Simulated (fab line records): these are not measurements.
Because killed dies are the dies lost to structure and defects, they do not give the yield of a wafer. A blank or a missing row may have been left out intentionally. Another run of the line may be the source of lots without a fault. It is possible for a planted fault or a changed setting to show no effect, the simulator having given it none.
Lot-split experiment    flow n5-finfet    21 wafers read across 7 lots, on a route 1938 steps long

== ABOUT THE SPLIT ==
At N5_BEOL_M6_COAT_71 (time 60 s, resist thk 5 nm), the setting spin-rpm was moved away from the recipe's 1500 rpm on 8 of the 21 wafers read, by -6.5% to +8.2%. The other wafers ran this setting at the recipe's value.

== FROM THE SPLIT TO THE READING: what the file shows between them, 3 steps ==
- N5_BEOL_M6_COAT_22: resist thk 30 nm
- N5_BEOL_M6_EBR_24
- N5_BEOL_M6_DESCUM_33: chemistry O2, time 7 s

== THE READING ==
etch.depth-nm (the simulator's own value, which no gauge read), in nm, at N5_BEOL_M6_ETCH_72 (etches underlayer in N2/H2, target depth 6.5 nm, time 5.2 s). The file does not state a usual value for it. The 13 wafers here that ran the recipe average 5.009 nm, standard deviation 0.015 nm.

wafer   tool, chamber at the split  spin-rpm as run, rpm  against the recipe  etch.depth-nm, nm  against lot-mates on the recipe
L076.2  litho-track-01, 0           1623                  +8.2%               4.805              -0.218
L076.3  litho-track-01, 0           1623                  +8.2%               4.808              -0.215
L076.5  litho-track-01, 0           1500                  recipe              5.023              -
L078.1  litho-track-01, 0           1500                  recipe              5.008              -
L078.2  litho-track-01, 0           1554                  +3.6%               4.918              -0.090
L078.6  litho-track-01, 0           1554                  +3.6%               4.899              -0.109
L082.2  litho-track-01, 0           1500                  recipe              4.989              -
L082.3  litho-track-01, 0           1500                  recipe              4.991              -
L082.4  litho-track-01, 0           1500                  recipe              4.99               -
L083.1  litho-track-01, 0           1500                  recipe              5.028              -
L083.2  litho-track-01, 0           1620                  +8.0%               4.818              -0.210
L083.5  litho-track-01, 0           1620                  +8.0%               4.82               -0.208
L085.1  litho-track-02, 0           1500                  recipe              5.025              -
L085.2  litho-track-02, 0           1583                  +5.5%               4.887              -0.124
L085.5  litho-track-02, 0           1500                  recipe              4.996              -
L090.1  litho-track-03, 0           1500                  recipe              4.994              -
L090.5  litho-track-03, 0           1500                  recipe              5.02               -
L090.6  litho-track-03, 0           1500                  recipe              5.006              -
L093.1  litho-track-01, 0           1500                  recipe              5.029              -
L093.3  litho-track-01, 0           1403                  -6.5%               5.177              +0.156
L093.5  litho-track-01, 0           1500                  recipe              5.012              -

FIT RESULTS
A straight line over all 21 wafers: etch.depth-nm changes by -0.0245 nm for each +1% of spin-rpm; r = -0.99; the points scatter about the line by 0.014 nm.
The same after taking each lot's own level away (the mean of its wafers on the recipe; 21 wafers): -0.0257 nm for each +1%; r = -1.00; scatter 0.0095 nm.
Per that fit: largest spin-rpm move, reading shift of 0.21 nm.
From 4.9900 to 5.0280 nm: that is the span of the lots' own levels, equal to 2.6 times the standard deviation above.
The two slopes agree, so the slope changes little with the lot-to-lot level.
Check: -0.21 nm against its lot-mates is what the line predicts for one of the wafers moved furthest among these (+8.2%) when that wafer is left out of the fit. It came out at -0.218 nm against them.

== OTHER SPLITS APPLIED TO THESE WAFERS ==
Before the reading, these wafers also passed through other splits. Each is held against what the fit with the lots' levels taken away leaves over:
other split on the same wafers  wafers away from the commonest value  r with etch.depth-nm (lot level and that fit taken away)
N5_BEOL_M5_COAT_74 spin-rpm     5                                     -0.09
N5_BEOL_M5_COAT_22 spin-rpm     3                                     -0.03
N5_BEOL_M6_COAT_63 spin-rpm     6                                     +0.16

== THE FILE'S OWN FIT ==
etch.depth-nm changes by -0.0254 nm for each +1% of spin-rpm, r = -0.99.
